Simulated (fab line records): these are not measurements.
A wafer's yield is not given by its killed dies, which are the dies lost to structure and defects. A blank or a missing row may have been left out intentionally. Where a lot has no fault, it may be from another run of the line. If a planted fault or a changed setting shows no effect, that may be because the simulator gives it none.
Split-lot study :: flow n5Finfet :: on a route of 1938 steps: 7 lots, 21 wafers read

== ON THE SPLIT ==
At N5_BEOL_M13_EXPOSE_25 (exposes mask M13, target cd 210 nm), the setting doseMj was moved away from the recipe's 22 on 11 of the 21 wafers read, by -5.3% to +5.5%. The other wafers ran this setting at the recipe's value.

== FROM THE SPLIT TO THE READING: what the file shows between them, 3 steps ==
- N5_BEOL_M13_PEB_26: peb time 90 s
- N5_BEOL_M13_DEVELOP_27: develop time 45 s
- N5_BEOL_M13_HARDBAKE_32: time 120 s

== THE READING ==
cdNm at N5_BEOL_M13_CD_MEAS_28, given in nm (cd target 209.5 nm). Fault-free wafers of this fab line usually give 210.4 nm, standard deviation 1.3 nm.

wafer: L074.1
tool, chamber at the split: krfScanner-02, 0
doseMj as run: 22
against the recipe: recipe
cdNm, nm: 210.8
against lot-mates on the recipe: -

wafer: L074.2
tool, chamber at the split: krfScanner-02, 0
doseMj as run: 22
against the recipe: recipe
cdNm, nm: 208.9
against lot-mates on the recipe: -

wafer: L074.6
tool, chamber at the split: krfScanner-02, 0
doseMj as run: 22
against the recipe: recipe
cdNm, nm: 209.9
against lot-mates on the recipe: -

wafer: L075.1
tool, chamber at the split: krfScanner-01, 0
doseMj as run: 22
against the recipe: recipe
cdNm, nm: 211.9
against lot-mates on the recipe: -

wafer: L075.4
tool, chamber at the split: krfScanner-01, 0
doseMj as run: 22
against the recipe: recipe
cdNm, nm: 209.9
against lot-mates on the recipe: -

wafer: L075.5
tool, chamber at the split: krfScanner-01, 0
doseMj as run: 22.84
against the recipe: +3.8%
cdNm, nm: 212.9
against lot-mates on the recipe: +2.0

wafer: L076.2
tool, chamber at the split: krfScanner-02, 0
doseMj as run: 22.54
against the recipe: +2.5%
cdNm, nm: 212.0
against lot-mates on the recipe: +1.8

wafer: L076.3
tool, chamber at the split: krfScanner-02, 0
doseMj as run: 22.54
against the recipe: +2.5%
cdNm, nm: 213.8
against lot-mates on the recipe: +3.6

wafer: L076.6
tool, chamber at the split: krfScanner-02, 0
doseMj as run: 22
against the recipe: recipe
cdNm, nm: 210.2
against lot-mates on the recipe: -

wafer: L079.2
tool, chamber at the split: krfScanner-01, 0
doseMj as run: 22
against the recipe: recipe
cdNm, nm: 209.6
against lot-mates on the recipe: -

wafer: L079.3
tool, chamber at the split: krfScanner-01, 0
doseMj as run: 22.79
against the recipe: +3.6%
cdNm, nm: 214.7
against lot-mates on the recipe: +4.5

wafer: L079.4
tool, chamber at the split: krfScanner-01, 0
doseMj as run: 22
against the recipe: recipe
cdNm, nm: 210.8
against lot-mates on the recipe: -

wafer: L080.3
tool, chamber at the split: krfScanner-02, 0
doseMj as run: 20.83
against the recipe: -5.3%
cdNm, nm: 203.7
against lot-mates on the recipe: -6.2

wafer: L080.5
tool, chamber at the split: krfScanner-02, 0
doseMj as run: 20.83
against the recipe: -5.3%
cdNm, nm: 203.2
against lot-mates on the recipe: -6.7

wafer: L080.6
tool, chamber at the split: krfScanner-02, 0
doseMj as run: 22
against the recipe: recipe
cdNm, nm: 209.9
against lot-mates on the recipe: -

wafer: L092.1
tool, chamber at the split: krfScanner-01, 0
doseMj as run: 23.22
against the recipe: +5.5%
cdNm, nm: 218.2
against lot-mates on the recipe: no lot-mate on the recipe

wafer: L092.4
tool, chamber at the split: krfScanner-01, 0
doseMj as run: 23.22
against the recipe: +5.5%
cdNm, nm: 216.7
against lot-mates on the recipe: no lot-mate on the recipe

wafer: L092.5
tool, chamber at the split: krfScanner-01, 0
doseMj as run: 23.22
against the recipe: +5.5%
cdNm, nm: 216.5
against lot-mates on the recipe: no lot-mate on the recipe

wafer: L096.2
tool, chamber at the split: krfScanner-02, 0
doseMj as run: 21.09
against the recipe: -4.1%
cdNm, nm: 206.7
against lot-mates on the recipe: -3.1

wafer: L096.4
tool, chamber at the split: krfScanner-02, 0
doseMj as run: 21.09
against the recipe: -4.1%
cdNm, nm: 206.1
against lot-mates on the recipe: -3.7

wafer: L096.6
tool, chamber at the split: krfScanner-02, 0
doseMj as run: 22
against the recipe: recipe
cdNm, nm: 209.8
against lot-mates on the recipe: -

THE FIT
A straight line over all 21 wafers: cdNm changes by +1.16 nm for each +1% of doseMj; r = +0.97; the points scatter about the line by 0.93 nm.
The same after taking each lot's own level away (the mean of its wafers on the recipe; 18 wafers): +1.02 nm for each +1%; r = +0.95; scatter 0.94 nm.
That fit puts the effect of the largest move of doseMj on the reading at 5.7 nm.
Across the lots, their own levels run from 209.80 to 210.90 nm, a range of 0.8 times the standard deviation given above.
In other words, the slope is changed by the lot-to-lot level; the two fits disagree.
Check: -5.27 nm against its lot-mates is what the line predicts for one of the wafers moved furthest among these (-5.3%) when that wafer is left out of the fit. Against them it came out at -6.2 nm.

== OTHER SPLITS ON THESE WAFERS ==
Note: prior to the reading, these wafers also went through further splits. Each is held against what the fit with the lots' levels taken away leaves over:
other split on the same wafers: N5_BEOL_M8_EXPOSE_08 doseMj
wafers away from the commonest value: 5
r with cdNm (lot level and that fit taken away): -0.17

other split on the same wafers: N5_BEOL_M8_ETCH_62 biasW
wafers away from the commonest value: 10
r with cdNm (lot level and that fit taken away): +0.40

other split on the same wafers: N5_BEOL_M10_COAT_64 spinRpm
wafers away from the commonest value: 7
r with cdNm (lot level and that fit taken away): +0.00

other split on the same wafers: N5_BEOL_M10_COAT_22 spinRpm
wafers away from the commonest value: 5
r with cdNm (lot level and that fit taken away): +0.33

other split on the same wafers: N5_BEOL_M11_COAT_22 spinRpm
wafers away from the commonest value: 9
r with cdNm (lot level and that fit taken away): +0.13

== THE WHOLE CHAIN: every reading that the file lists as answering this split, in the file's order ==
step: N5_BEOL_M13_CD_MEAS_28
what it does: target cd 209.5 nm
reading: cdNm
change (the file's fit): +1.01 nm for each +1% of the setting
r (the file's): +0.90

step: N5_BEOL_M13_DESCUM_33
what it does: chemistry O2, time 7.9 s
reading: BEOL_M13.cdNm (the simulator's own value, which no gauge read)
change (the file's fit): +0.991 nm for each +1% of the setting
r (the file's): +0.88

step: N5_BEOL_M13_ETCH_67
what it does: etches SiARC in CF4, target depth 143 nm, time 238.3 s
reading: BEOL_M13.cdNm (the simulator's own value, which no gauge read)
change (the file's fit): +1.05 nm for each +1% of the setting
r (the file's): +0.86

== THE FILE'S OWN FIT ==
cdNm changes by +1.01 nm for each +1% of doseMj, r = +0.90.
